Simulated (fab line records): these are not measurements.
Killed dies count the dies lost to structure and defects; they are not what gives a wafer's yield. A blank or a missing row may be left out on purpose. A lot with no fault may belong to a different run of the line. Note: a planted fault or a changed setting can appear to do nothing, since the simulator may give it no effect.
A struck lot beside a sound one	flow n5-finfet	16 steps out of a route of 1938
Sound: the wafers L460.1, L460.2, L460.5. Struck: wafer L466.1. (L466.2, L466.4 of the same lot were not struck and are left out.) The cause comes at the end.
Order at every step that has rows: each side's tool, ch and its chambers, its first start. Under that, the readings that differ: sound wafers	struck wafers	difference of the means	sigmas: that difference in standard deviations of wafers without a fault.
alike: readings with means less than 2 such deviations apart, plus words and numbers identical on both sides. not compared: withheld readings, readings lacking a value on some wafer, bounds such as >300 that could conceal the same value, and numbers that have no deviation in the record and whose values overlap.
Wherever a step has rows on one side only, a row that says differs or no value, or a row with sigmas, the two part there. Non-overlapping numbers with no deviation appear without sigmas and do not part them. A reading missing from all wafers of one side parts the sides only when that side holds two or more wafers.

first, 7 steps without rows for these wafers: N5_BEOL_M2_COAT_73 (time 60 s, resist thk 5 nm); N5_BEOL_M2_COAT_05 (resist thk 30 nm); N5_BEOL_M2_EBR_07; N5_BEOL_M2_SOFTBAKE_06 (time 60 s); N5_BEOL_M2_EXPOSE_08 (exposes mask M2); N5_BEOL_M2_PEB_09 (peb time 60 s); N5_BEOL_M2_DEVELOP_10 (develop time 30 s).
N5_BEOL_M2_CD_MEAS_11: target cd 16.79 nm.
  sound on cd-sem-01 ch 0, day 8 08:08; struck on cd-sem-03 ch 0, day 10 09:23
reading	sound	struck	difference	sigmas
cd-nm (nm)	17.24 17.24 17.04	16.56	-0.61	-3
N5_BEOL_M2_OVL_MEAS_12:
  sound on overlay-01 ch 0, day 8 08:10; struck on overlay-02 ch 0, day 10 09:25
reading	sound	struck	difference	sigmas
M2_OVL (nm)	-2.0 -0.3 -0.9	0.3	+1.4	+2
N5_BEOL_M2_INSPECT_13: inspects for defects (brightfield).
  sound: defect-inspect-01 at day 8 08:14; struck: defect-inspect-02 at day 10 09:29
reading	sound	struck	difference	sigmas
raw-defect-count	455 279 331	678	+323	+3
N5_BEOL_M2_DESCUM_16: chemistry O2, time 7 s.
  sound on rie-diel-04 ch 1,2,3, day 8 08:16; struck on rie-diel-04 ch 3, day 10 09:46
  alike: drypump-motor-current-A, oes-product-au, rf-vpp-V, showerhead-plenum-p-Torr, throttle-valve-pct
  not compared: rf-hours-counter-h
N5_BEOL_M2_ETCH_74: etches underlayer in N2/H2, target depth 6.5 nm, time 5.2 s.
  sound on rie-diel-04 ch 1,2,3, day 8 08:18; struck on rie-diel-04 ch 3, day 10 09:47
  alike: bias-w, drypump-motor-current-A, etch-rf-on-time-s, oes-product-au, rf-vpp-V, showerhead-plenum-p-Torr, throttle-valve-pct
  not compared: rf-hours-counter-h
N5_BEOL_M2_ETCH_63: etches SiARC in CF4, target depth 15.6 nm, time 26 s.
  sound on rie-diel-04 ch 1,2,3, day 8 08:19; struck on rie-diel-04 ch 3, day 10 09:49
reading	sound	struck	difference	sigmas
etch-rf-on-time-s (s)	27.3 25.7 25.6	16.4	-9.8	-13
oes-product-au (a.u.)	0.60 0.75 0.62	0.81	+0.15	+2
  alike: bias-w, drypump-motor-current-A, rf-vpp-V, showerhead-plenum-p-Torr, throttle-valve-pct
  not compared: rf-hours-counter-h
N5_BEOL_M2_ETCH_64: etches SOC in N2/H2, target depth 75 nm, overetch 22.5 nm, time 121.9 s.
  sound on rie-diel-04 ch 1,2,3, day 8 08:20; struck on rie-diel-04 ch 3, day 10 09:50
  alike: bias-w, drypump-motor-current-A, oes-product-au, rf-vpp-V, showerhead-plenum-p-Torr, throttle-valve-pct
  not compared: rf-hours-counter-h
N5_BEOL_M4_RC_MEAS_101:
  sound on prober-02 ch 0, day 9 13:15; struck on prober-01 ch 0, day 11 21:16
  alike: DIBL_N, DIBL_P, IOFF_N, IOFF_P, ION_N, ION_P, SS_N, SS_P, VT_N, VT_P
N5_PASSIVATION_PROBE_49:
  the record holds rows for the sound wafers here (prober-01, day 14 09:48) but none for the struck ones

WHERE THEY PART
First at N5_BEOL_M2_CD_MEAS_11; last, within this record, at N5_PASSIVATION_PROBE_49.

WHY: what had been put in by the simulator
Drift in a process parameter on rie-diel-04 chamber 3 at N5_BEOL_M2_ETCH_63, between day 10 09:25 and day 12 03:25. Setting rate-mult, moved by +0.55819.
